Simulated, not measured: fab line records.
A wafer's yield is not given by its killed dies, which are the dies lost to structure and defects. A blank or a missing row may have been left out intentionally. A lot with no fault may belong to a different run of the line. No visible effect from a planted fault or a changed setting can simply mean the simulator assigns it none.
Chamber matching | flow nand-harc | rie-diel-04 running NHARC_P_GATE_DESCUM_93: 4 sister chambers
The step chemistry O2, time 3 s. 4 wafers are shown with their chamber, then 11 later ones without.

== WAFERS WITH THEIR CHAMBER ==
wafer  | chamber | showerhead-plenum-p-Torr (Torr)
L087.5 | 2       | 2.01
L089.1 | 3       | 1.80
L089.3 | 0       | 1.94
L092.1 | 1       | 1.83

== WAFERS MISSING THEIR CHAMBER ==
wafer  | showerhead-plenum-p-Torr (Torr)
L092.2 | 1.80
L092.4 | 2.01
L093.3 | 1.83
L093.5 | 1.93
L093.6 | 1.83
L097.1 | 1.93
L097.2 | 2.01
L097.4 | 1.80
L097.3 | 1.83
L097.5 | 1.80
L097.6 | 1.93

== WHICH CHAMBER EACH WENT THROUGH ==
wafer  | from the rows above | in truth
L092.2 | 3                   | 3
L092.4 | 2                   | 2
L093.3 | 1                   | 1
L093.5 | 0                   | 0
L093.6 | 1                   | 1
L097.1 | 0                   | 0
L097.2 | 2                   | 2
L097.4 | 3                   | 3
L097.3 | 1                   | 1
L097.5 | 3                   | 3
L097.6 | 0                   | 0
Correct placement for 11 of the 11. Number that these rows cannot place: 0. Number placed wrongly: 0.
How it was worked out, from the rows above alone: a wafer's distance from a chamber is the root of the sum, over the readings, of the square of ((its reading less the chamber's mean) divided by the reading's scatter). If the next closest chamber is less than 2 further off than the closest, the wafer can't be placed; otherwise it belongs to the closest. For every chamber, the mean is computed from those of its wafers that are shown. The scatter: root of mean squared gap, hidden wafer to nearest shown wafer, with one shown wafer a chamber.
